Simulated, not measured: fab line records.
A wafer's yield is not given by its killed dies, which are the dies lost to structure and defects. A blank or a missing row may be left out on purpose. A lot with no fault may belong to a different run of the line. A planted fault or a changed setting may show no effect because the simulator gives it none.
fab line records | flow n5_finfet
[record] lots = 11 wafers = 33 last_day = 17
route steps=1938 shown BEOL_M3@983 BEOL_M4@1111 PASSIVATION@1936
lots that met no fault: taken from a fault-free run of the same line
start_h: start of the lot's first displayed wafer, in hours after the record's first day | wait_h: hours elapsed since this lot's preceding step | " as in the row above | L1.1+2: several wafers, shown together as one row | - value missing, or start not given | * or withheld: withheld | < > ~ a bound
route shown NAME@n: a module of which the file shows steps, and the number in the route of the first | usual: mean and standard deviation over wafers with no fault | same: alike in all rows | chamber/n: place in a boat | sites: per-site readings | _std_site: the values' standard deviation | _edge_site: mean of outer sites minus mean of inner sites | radius_mm: for every site, how far away it sits from the centre of the wafer | mask NAME#n: copy n | behind: the tool/chamber that last shaped the wafer | hold: what put the lot on hold/how long, in hours/how the hold closed | device: transistor that didn't switch, given as n, p or np | end of line: the same wafers' tests at the end of the route | a step with no rows: only its recipe | killed: at the first sort, the dies lost to defects and structure; wafer yield is something else | map: shows each die of a wafer: x if killed, . if not, _ if none is there
set.NAME: the setting that was run; set.NAME@STEP: the one run at that earlier step | model.NAME: the simulator's own value behind a step, which no gauge read
one table for each step of the route and one row for each wafer, over a sample of lots
services: when a tool's chamber went out of use (start_h, in hours from the record's first day, below 0 if earlier), for how many hours, and the reason
[[steps]]
[step N5_BEOL_M3_OCD_MEAS_38]
[usual] trench_depth_nm = 55.2/0.87
// columns lot.wafer tool chamber start_h wait_h trench_depth_nm
L663.1 ocd-01 - 160.17 - 56.1
L663.3 " - " " 56.1
L663.5 " - " " 56.7
L667.2 ocd-02 - 186.63 - 54.4
L667.3 " - " " 55.4
L667.6 " - " " 55.2
L668.1 ocd-02 - 186.82 - 55.1
L668.3 " - " " 55.9
L668.5 " - " " 54.4
L669.1 ocd-02 - 192.09 - 54.6
L669.3 " - " " 56.1
L669.6 " - " " 55.3
L671.3 ocd-02 - 203.73 - 55.3
L671.4 " - " " 54.0
L671.5 " - " " 54.8
L670.2 ocd-01 - 212.24 - 55.7
L670.3 " - " " 54.4
L670.5 " - " " 55.2
L675.1 ocd-01 - 236.18 - 54.3
L675.4 " - " " 54.6
L675.5 " - " " 54.7
L676.2 ocd-01 - 241.57 - 54.0
L676.5 " - " " 55.4
L676.6 " - " " 54.3
L678.1 ocd-02 - 248.10 - 53.6
L678.2 " - " " 54.6
L678.6 " - " " 53.3
L679.1 ocd-01 - 248.11 - 56.6
L679.3 " - " " 54.4
L679.5 " - " " 57.5
L683.1 ocd-01 - 286.64 - 54.3
L683.2 " - " " 55.7
L683.4 " - " " 55.4
[step N5_BEOL_M3_DEGAS_44]
[recipe] ambient = vacuum temp_c = 250 time_s = 60
[usual] heater_power_w = 336/40
[same] time_s = 60
// columns lot.wafer tool chamber start_h wait_h heater_power_w
L663.1 pvd_sputter-03 - 160.74 0.4 342
L663.3 " - " " 339
L663.5 " - " " 338
L667.2 pvd_sputter-02 - 187.30 0.4 307
L667.3 " - " " 268
L667.6 " - " " 313
L668.1 pvd_sputter-02 - 187.38 0.4 306
L668.3 " - " " 367
L668.5 " - " " 262
L669.1 pvd_sputter-02 - 193.54 1.3 269
L669.3 " - " " 308
L669.6 " - " " 264
L671.3 pvd_sputter-03 - 204.38 0.4 347
L671.4 " - " " 357
L671.5 " - " " 337
L670.2 pvd_sputter-01 - 213.22 0.8 393
L670.3 " - " " 382
L670.5 " - " " 386
L675.1 pvd_sputter-01 - 236.38 0.0 283
L675.4 " - " " 358
L675.5 " - " " 273
L676.2 pvd_sputter-02 - 241.96 0.2 362
L676.5 " - " " 306
L676.6 " - " " 263
L678.1 pvd_sputter-02 - 248.73 0.5 304
L678.2 " - " " 260
L678.6 " - " " 317
L679.1 pvd_sputter-03 - 248.80 0.5 338
L679.3 " - " " 372
L679.5 " - " " 371
L683.1 pvd_sputter-01 - 287.33 0.5 378
L683.2 " - " " 390
L683.4 " - " " 358
[step N5_BEOL_M3_ALD_84]
[recipe] material = TaN target_thk_a = * temp_c = 275 ald_precursor_family = PDMAT ald_co_reactant = NH3 pressure_torr = 3 carrier_flow_sccm = 1500 pulse_time_s = 2 purge_time_s = 3 co_reactant_purge_time_s = 2 co_reactant_pulse_time_s = 3 ald_cycles = 30 precursor_vessel_temp_c = 75 precursor_vessel_pressure_torr = 26.25 precursor_vessel_carrier_sccm = 1000
[usual] ald_cycles = 30/0 heater_power_w = 406/56
[same] co_reactant_purge_time_s = 2
// columns lot.wafer tool chamber start_h wait_h ald_cycles heater_power_w
L663.1 ald_metal-01 2 160.84 0.0 30 424
L663.3 " 0 " " 30 437
L663.5 " 1 " " 30 368
L667.2 ald_metal-01 0 187.40 0.0 30 427
L667.3 " 1 " " 30 361
L667.6 " 3 " " 30 375
L668.1 ald_metal-04 0 187.48 0.0 30 387
L668.3 " 2 " " 30 371
L668.5 " 0 " " 30 389
L669.1 ald_metal-01 2 193.64 0.0 30 432
L669.3 " 1 " " 30 350
L669.6 " 2 " " 30 432
L671.3 ald_metal-04 3 204.50 0.1 30 345
L671.4 " 0 " " 30 373
L671.5 " 0 " " 30 394
L670.2 ald_metal-03 2 213.32 0.0 30 448
L670.3 " 0 " " 30 362
L670.5 " 2 " " 30 438
L675.1 ald_metal-01 2 236.48 0.0 30 433
L675.4 " 3 " " 30 381
L675.5 " 1 " " 30 357
L676.2 ald_metal-04 2 242.06 0.0 30 361
L676.5 " 1 " " 30 376
L676.6 " 0 " " 30 386
L678.1 ald_metal-04 0 248.83 0.0 30 382
L678.2 " 1 " " 32 368
L678.6 " 3 " " 30 345
L679.1 ald_metal-03 2 248.90 0.0 30 446
L679.3 " 3 " " 30 533
L679.5 " 1 " " 30 394
L683.1 ald_metal-04 2 287.43 0.0 30 376
L683.2 " 0 " " 32 368
L683.4 " 1 " " 30 362
[step N5_BEOL_M3_ANNEAL_82]
[recipe] temp_c = 400 time_s = 240 ambient = vacuum
[usual] heater_power_w = 836/100
[same] time_s = 240
// columns lot.wafer tool chamber start_h wait_h heater_power_w
L663.1 pvd_sputter-03 - 161.90 0.0 829
L663.3 " - " " 898
L663.5 " - " " 880
L667.2 pvd_sputter-03 - 188.50 0.0 892
L667.3 " - " " 887
L667.6 " - " " 931
L668.1 pvd_sputter-02 - 188.56 0.0 772
L668.3 " - " " 806
L668.5 " - " " 765
L669.1 pvd_sputter-02 - 194.92 0.0 641
L669.3 " - " " 768
L669.6 " - " " 657
L671.3 pvd_sputter-02 - 205.66 0.0 901
L671.4 " - " " 814
L671.5 " - " " 645
L670.2 pvd_sputter-02 - 214.38 0.0 634
L670.3 " - " " 779
L670.5 " - " " 758
L675.1 pvd_sputter-02 - 237.44 0.0 662
L675.4 " - " " 914
L675.5 " - " " 793
L676.2 pvd_sputter-03 - 243.08 0.0 860
L676.5 " - " " 832
L676.6 " - " " 933
L678.1 pvd_sputter-03 - 250.00 0.0 927
L678.2 " - " " 854
L678.6 " - " " 863
L679.1 pvd_sputter-01 - 251.51 0.0 960
L679.3 " - " " 666
L679.5 " - " " 964
L683.1 pvd_sputter-02 - 288.41 0.0 790
L683.2 " - " " 765
L683.4 " - " " 867
[step N5_BEOL_M4_RC_MEAS_101]
[usual] DIBL_N = 35.9/1.8 DIBL_P = 36.2/2 IOFF_N = 0.16/0.031 IOFF_P = 0.22/0.041 ION_N = 676/11 ION_P = 465/8.5 SS_N = 71.4/0.64 SS_P = 73.2/0.7 VT_N = 250/3.5 VT_P = -250/3.9
// columns lot.wafer tool chamber start_h wait_h DIBL_N[mV/V] DIBL_P[mV/V] IOFF_N[nA/um] IOFF_P[nA/um] ION_N[uA/um] ION_P[uA/um] SS_N[mV/dec] SS_P[mV/dec] VT_N[mV] VT_P[mV]
L663.1 prober-02 0 172.36 0.0 35.3 37.7 0.15 0.21 681 472 70.8 73.5 250 -250
L663.3 " 0 " " 34.0 35.3 0.13 0.18 657 456 70.9 73.1 253 -252
L663.5 " 0 " " 35.9 37.8 0.16 0.22 688 467 70.8 73.5 251 -249
L668.1 prober-02 0 203.17 0.0 36.7 36.8 0.15 0.18 670 456 70.9 73.6 252 -256
L668.3 " 0 " " 38.2 39.8 0.19 0.24 684 464 71.9 73.7 248 -250
L668.5 " 0 " " 37.1 37.2 0.15 0.20 666 458 70.8 73.7 251 -253
L669.1 prober-01 0 214.18 0.0 34.1 32.5 0.12 0.19 672 468 71.3 72.5 253 -250
L669.3 " 0 " " 36.5 35.7 0.17 0.24 682 464 71.4 73.8 247 -247
L669.6 " 0 " " 36.3 35.0 0.16 0.22 675 459 71.6 72.7 249 -247
L667.2 prober-02 0 214.88 0.2 35.2 35.6 0.13 0.18 658 448 72.0 73.5 252 -258
L667.3 " 0 " " 36.6 37.7 0.16 0.22 671 462 72.2 73.9 248 -254
L667.6 " 0 " " 34.1 34.7 0.12 0.16 672 462 71.5 73.3 252 -255
L671.3 prober-01 0 218.98 0.3 36.3 36.6 0.16 0.25 678 470 70.6 73.6 247 -242
L671.4 " 0 " " 36.3 36.9 0.16 0.26 673 465 71.3 72.8 249 -245
L671.5 " 0 " " 36.5 36.9 0.16 0.25 688 477 71.2 72.9 249 -246
L670.2 prober-01 0 231.62 0.2 34.9 37.0 0.15 0.21 687 466 71.2 73.0 249 -249
L670.3 " 0 " " 35.7 37.8 0.17 0.23 681 467 72.0 73.2 251 -249
L670.5 " 0 " " 34.9 37.7 0.15 0.23 675 468 71.4 73.7 249 -249
L675.1 prober-01 0 252.03 0.0 34.1 35.4 0.15 0.19 672 461 70.4 73.0 250 -252
L675.4 " 0 " " 33.9 34.9 0.13 0.18 663 459 71.3 72.6 251 -253
L675.5 " 0 " " 32.4 33.7 0.12 0.16 674 463 70.7 72.8 251 -255
L676.2 prober-01 0 257.36 0.2 37.3 37.5 0.20 0.28 706 476 71.2 74.2 243 -247
L676.5 " 0 " " 35.6 35.1 0.16 0.22 682 470 70.9 73.6 246 -251
L676.6 " 0 " " 34.1 34.6 0.15 0.23 679 469 70.5 73.6 250 -245
L678.1 prober-01 0 266.56 0.0 37.0 35.9 0.19 0.23 682 465 72.1 72.8 244 -248
L678.2 " 0 " " 35.4 35.0 0.14 0.20 678 468 72.1 72.6 251 -251
L678.6 " 0 " " 36.2 35.4 0.16 0.21 671 462 72.0 73.4 250 -251
L679.1 prober-01 0 269.86 0.0 37.3 38.5 0.21 0.24 689 464 72.4 74.3 245 -249
L679.3 " 0 " " 36.9 37.9 0.20 0.23 689 468 71.9 74.2 244 -251
L679.5 " 0 " " 38.6 39.0 0.22 0.24 691 463 71.9 74.4 246 -250
L683.1 prober-01 0 303.26 0.0 36.2 34.7 0.17 0.22 680 459 71.8 73.0 247 -251
L683.2 " 0 " " 34.7 33.7 0.14 0.20 669 466 71.2 72.9 249 -251
L683.4 " 0 " " 34.8 33.1 0.15 0.19 662 458 71.2 71.8 250 -250
[step N5_PASSIVATION_PROBE_49]
[usual] defect_limited_yield = 91.3/1.3 killed_at_M0_to_M3 = 35/9.3 killed_at_M4_up = 14/5.2 killed_at_contacts = 12/5.9 killed_at_front_end = 38/11 killed_at_other = 4/3.7 killed_dies = 103/15 killed_open = 67/12 killed_short = 34/8 sort_bin_5_function = 5.1/0.88 sort_bin_6_memory = 3.3/0.65 sort_bin_8_speed = 0.00/0.03 sort_n_pass = 1077/15 sort_yield_pct = 91.3/1.3
[same] gross_dies = 1180 killed_at_back_side = 0 sort_bin_4_leakage[%] = 0
// columns lot.wafer tool chamber start_h wait_h defect_limited_yield[%] killed_at_M0_to_M3 killed_at_M4_up killed_at_contacts killed_at_front_end killed_at_other killed_dies killed_open killed_short sort_bin_5_function[%] sort_bin_6_memory[%] sort_bin_8_speed[%] sort_n_pass sort_yield_pct[%]
L669.1 prober-02 - 328.49 0.0 91.0 29 19 25 32 1 106 76 30 5.9 3.1 0 1074 91.0
L669.3 prober-02 - 328.59 0.1 90.6 33 21 25 30 2 111 75 35 5.5 3.6 0 1069 90.6
L669.6 prober-02 - 328.74 0.3 90.0 34 19 29 35 1 118 82 33 5.9 3.8 0 1062 90.0
L667.2 prober-01 - 328.52 0.1 89.7 45 11 13 53 0 122 80 40 4.8 5.2 0 1058 89.7
L667.3 prober-01 - 328.57 0.1 89.7 50 19 10 42 0 121 74 46 5.8 4.2 0 1059 89.7
L667.6 prober-01 - 328.72 0.3 89.9 46 17 11 44 1 119 79 39 6.0 4.0 0 1061 89.9
L671.3 prober-01 - 332.26 0.1 90.3 32 22 10 46 4 114 68 44 6.4 3.1 0 1066 90.3
L671.4 prober-01 - 332.31 0.2 90.7 35 5 6 64 0 110 67 35 5.2 3.2 0 1070 90.7
L671.5 prober-01 - 332.36 0.2 90.8 35 10 12 50 1 108 71 31 4.7 3.8 0 1072 90.8
L675.1 prober-01 - 380.60 0.0 91.0 31 15 4 52 4 106 76 29 5.5 3.2 0 1074 91.0
L675.4 prober-01 - 380.75 0.2 92.4 21 23 9 37 0 90 67 23 4.0 3.6 0 1090 92.4
L675.5 prober-01 - 380.80 0.2 90.4 50 12 7 42 2 113 62 51 5.3 3.7 0 1067 90.4
L676.2 prober-02 - 380.65 0.1 91.4 30 15 20 31 5 101 66 34 4.8 3.2 0.08 1079 91.4
L676.5 prober-02 - 380.80 0.2 88.1 52 20 11 56 2 141 93 46 6.7 4.7 0 1039 88.1
L676.6 prober-02 - 380.85 0.3 90.6 42 9 10 44 6 111 65 44 6.4 2.8 0 1069 90.6
L679.1 prober-01 - 384.54 0.0 91.9 49 6 8 30 2 95 46 47 4.3 3.6 0 1085 91.9
L679.3 prober-01 - 384.64 0.1 91.4 19 19 15 42 7 102 57 41 4.8 3.3 0 1078 91.4
L679.5 prober-01 - 384.74 0.2 91.6 24 7 19 44 5 99 58 41 5.5 2.2 0 1081 91.6
L683.1 prober-02 - 414.47 0.0 91.8 37 10 16 34 0 97 70 26 3.6 4.3 0 1083 91.8
L683.2 prober-02 - 414.52 0.1 93.3 35 5 11 27 1 79 60 18 3.5 3.1 0 1101 93.3
L683.4 prober-02 - 414.62 0.2 92.0 18 7 17 52 0 94 65 27 4.6 3.2 0 1086 92.0
// killed by level:class
L669.1 MOL_CONTACT_COAG:geometric_particle:open=24 BEOL_M4:geometric_particle:open=11 BEOL_M3:geometric_particle:open=10 STI_FIN_REVEAL:geometric_particle:open=8 GATE_CUT:geometric_particle:short=8 BEOL_M0_SAQP:geometric_particle:open=4 BEOL_M3:geometric_particle:short=4 FIN_SAQP:geometric_particle:short=3
L667.2 BEOL_M3:geometric_particle:open=21 MOL_CONTACT_COAG:geometric_particle:open=10 DUMMY_GATE:geometric_particle:open=9 FIN_SAQP:geometric_particle:open=8 FIN_SAQP:geometric_particle:short=8 BEOL_M0_SAQP:geometric_particle:open=7 BEOL_M3:geometric_particle:short=6 GATE_CUT:geometric_particle:short=5
L667.3 FIN_SAQP:geometric_particle:short=15 BEOL_M3:geometric_particle:open=15 BEOL_M0_SAQP:geometric_particle:open=10 BEOL_M0_SAQP:geometric_particle:short=10 ILD0:geometric_particle:open=6 MOL_CONTACT_COAG:geometric_particle:open=6 BEOL_M2:geometric_particle:open=6 BEOL_M5:geometric_particle:open=6
L669.3 MOL_CONTACT_COAG:geometric_particle:open=22 BEOL_M4:geometric_particle:open=15 BEOL_M0_SAQP:geometric_particle:short=8 BEOL_M3:geometric_particle:open=8 STI_FIN_REVEAL:geometric_particle:open=6 BEOL_M0:geometric_particle:short=6 DUMMY_GATE:geometric_particle:open=5 FIN_SAQP:geometric_particle:short=4
L667.6 BEOL_M3:geometric_particle:open=15 BEOL_M0_SAQP:geometric_particle:short=10 MOL_CONTACT_COAG:geometric_particle:open=10 FIN_SAQP:geometric_particle:open=8 BEOL_M0_SAQP:geometric_particle:open=7 STI_FIN_REVEAL:geometric_particle:open=6 DUMMY_GATE:geometric_particle:open=5 FIN_SAQP:geometric_particle:short=4
L669.6 MOL_CONTACT_COAG:geometric_particle:open=28 STI_FIN_REVEAL:geometric_particle:open=11 BEOL_M4:geometric_particle:open=11 STI_FIN_REVEAL:geometric_particle:short=7 BEOL_M3:geometric_particle:open=6 BEOL_M0_SAQP:geometric_particle:open=5 BEOL_M0_SAQP:geometric_particle:short=5 BEOL_M0:geometric_particle:short=5
L671.3 FIN_SAQP:geometric_particle:short=16 FIN_SAQP:geometric_particle:open=12 BEOL_M0_SAQP:geometric_particle:short=9 DUMMY_GATE:geometric_particle:open=8 MOL_CONTACT_COAG:geometric_particle:open=8 BEOL_M3:geometric_particle:open=7 BEOL_M4:geometric_particle:open=7 BEOL_M5:geometric_particle:open=6
L671.4 FIN_SAQP:geometric_particle:open=19 STI_FIN_REVEAL:geometric_particle:open=15 BEOL_M0_SAQP:geometric_particle:short=9 BEOL_M1:geometric_particle:open=8 FIN_SAQP:geometric_particle:short=6 GATE_CUT:geometric_particle:short=6 BEOL_M3:geometric_particle:open=6 HKMG_FIN:area_etch=6
L671.5 BEOL_M3:geometric_particle:open=14 FIN_SAQP:geometric_particle:open=12 STI_FIN_REVEAL:geometric_particle:open=11 MOL_CONTACT_COAG:geometric_particle:open=10 FIN_SAQP:geometric_particle:short=7 BEOL_M0_SAQP:geometric_particle:open=7 GATE_CUT:geometric_particle:short=4 BEOL_M2:geometric_particle:open=4
L675.1 STI_FIN_REVEAL:geometric_particle:open=14 FIN_SAQP:geometric_particle:open=11 FIN_SAQP:geometric_particle:short=9 BEOL_M3:geometric_particle:open=8 BEOL_M1:geometric_particle:open=8 GATE_CUT:geometric_particle:open=6 BEOL_M0_SAQP:geometric_particle:open=5 BEOL_M0_SAQP:geometric_particle:short=4
L676.2 MOL_CONTACT_COAG:geometric_particle:open=13 FIN_SAQP:geometric_particle:open=9 MOL_CONTACT_COAG:geometric_particle:short=7 BEOL_M0_SAQP:geometric_particle:open=7 BEOL_M4:geometric_particle:open=7 FIN_SAQP:geometric_particle:short=6 BEOL_M2:geometric_particle:open=6 BEOL_M0_SAQP:geometric_particle:short=4
L675.4 BEOL_M4:geometric_particle:open=11 STI_FIN_REVEAL:geometric_particle:open=7 MOL_CONTACT_COAG:geometric_particle:open=7 BEOL_M0_SAQP:geometric_particle:open=7 BEOL_M2:geometric_particle:open=6 FIN_SAQP:geometric_particle:open=5 GATE_CUT:geometric_particle:open=5 GATE_CUT:geometric_particle:short=4
L675.5 BEOL_M0_SAQP:geometric_particle:short=18 BEOL_M2:geometric_particle:open=12 BEOL_M0_SAQP:geometric_particle:open=10 FIN_SAQP:geometric_particle:short=8 FIN_SAQP:geometric_particle:open=8 GATE_CUT:geometric_particle:short=6 MOL_CONTACT_COAG:geometric_particle:open=6 BEOL_M3:geometric_particle:open=5
L676.5 FIN_SAQP:geometric_particle:open=21 BEOL_M1:geometric_particle:open=16 BEOL_M0_SAQP:geometric_particle:open=11 MOL_CONTACT_COAG:geometric_particle:open=10 FIN_SAQP:geometric_particle:short=9 BEOL_M4:geometric_particle:open=9 STI_FIN_REVEAL:geometric_particle:open=9 BEOL_M0_SAQP:geometric_particle:short=8
L676.6 BEOL_M0_SAQP:geometric_particle:short=13 STI_FIN_REVEAL:geometric_particle:open=11 BEOL_M0_SAQP:geometric_particle:open=10 FIN_SAQP:geometric_particle:open=9 BEOL_M1:geometric_particle:open=8 FIN_SAQP:geometric_particle:short=7 MOL_CONTACT_COAG:geometric_particle:open=7 BEOL_M3:geometric_particle:open=5
L679.1 FIN_SAQP:geometric_particle:short=16 BEOL_M0_SAQP:geometric_particle:open=13 BEOL_M0_SAQP:geometric_particle:short=11 BEOL_M1:geometric_particle:short=7 MOL_CONTACT_COAG:geometric_particle:open=6 BEOL_M1:geometric_particle:open=6 BEOL_M2:geometric_particle:open=5 FIN_SAQP:geometric_particle:open=4
L679.3 MOL_CONTACT_COAG:geometric_particle:open=14 FIN_SAQP:geometric_particle:short=10 BEOL_M0_SAQP:geometric_particle:open=7 BEOL_M4:geometric_particle:open=6 GATE_CUT:geometric_particle:short=6 BEOL_M0_SAQP:geometric_particle:short=4 BEOL_M4:geometric_particle:short=4 STARTING-WAFER:geometric_particle:short=4
L679.5 MOL_CONTACT_COAG:geometric_particle:open=17 FIN_SAQP:geometric_particle:open=15 FIN_SAQP:geometric_particle:short=9 BEOL_M1:geometric_particle:open=7 BEOL_M0_SAQP:geometric_particle:short=6 GATE_CUT:geometric_particle:open=6 BEOL_M0_SAQP:geometric_particle:open=6 GATE_CUT:geometric_particle:short=5
L683.1 MOL_CONTACT_COAG:geometric_particle:open=13 BEOL_M0_SAQP:geometric_particle:short=12 BEOL_M0_SAQP:geometric_particle:open=11 STI_FIN_REVEAL:geometric_particle:open=6 DUMMY_GATE:geometric_particle:open=6 BEOL_M3:geometric_particle:open=6 FIN_SAQP:geometric_particle:open=5 GATE_CUT:geometric_particle:open=5
L683.2 BEOL_M2:geometric_particle:open=9 MOL_CONTACT_COAG:geometric_particle:open=9 BEOL_M0_SAQP:geometric_particle:open=9 STI_FIN_REVEAL:geometric_particle:open=6 BEOL_M0_SAQP:geometric_particle:short=6 BEOL_M3:geometric_particle:open=6 FIN_SAQP:geometric_particle:short=3 FIN_SAQP:geometric_particle:open=3
L683.4 MOL_CONTACT_COAG:geometric_particle:open=14 FIN_SAQP:geometric_particle:open=12 STI_FIN_REVEAL:geometric_particle:open=10 BEOL_M1:geometric_particle:open=6 GATE_CUT:geometric_particle:open=5 DUMMY_GATE:geometric_particle:open=4 ILD0:geometric_particle:open=4 GATE_CUT:geometric_particle:short=4
[[services]]
// columns tool chamber start_h hours kind
ald_metal-03 1 144.11 24.1 repair
ald_metal-01 3 146.70 36.9 repair
ald_metal-03 3 149.19 3.7 repair
ald_metal-03 0 251.90 14.5 repair
pvd_sputter-03 - 254.06 7.5 repair
ald_metal-04 0 254.51 5.5 repair
[[key]]
[first_sign] step = N5_BEOL_M3_ALD_84 reading = ald_cycles direction = up sigmas = 99+ usual = * struck = *
effect none on later readings
met_at N5_BEOL_M3_ALD_84
struck_lots L678,L683
struck_wafers L678.2,L683.2
not_acting_at N5_BEOL_M3_OCD_MEAS_38,N5_BEOL_M3_DEGAS_44,N5_BEOL_M3_ANNEAL_82
onset_between 242.06 248.83
[fault] kind = process_parameter_drift tool = ald_metal-04 chamber = - onset_h = 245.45 steps = N5_BEOL_M3_ALD_84 channel = ald_cycles offset = * shape = step end_h = 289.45 scope = struck_wafers_only acts_in = * stated = *
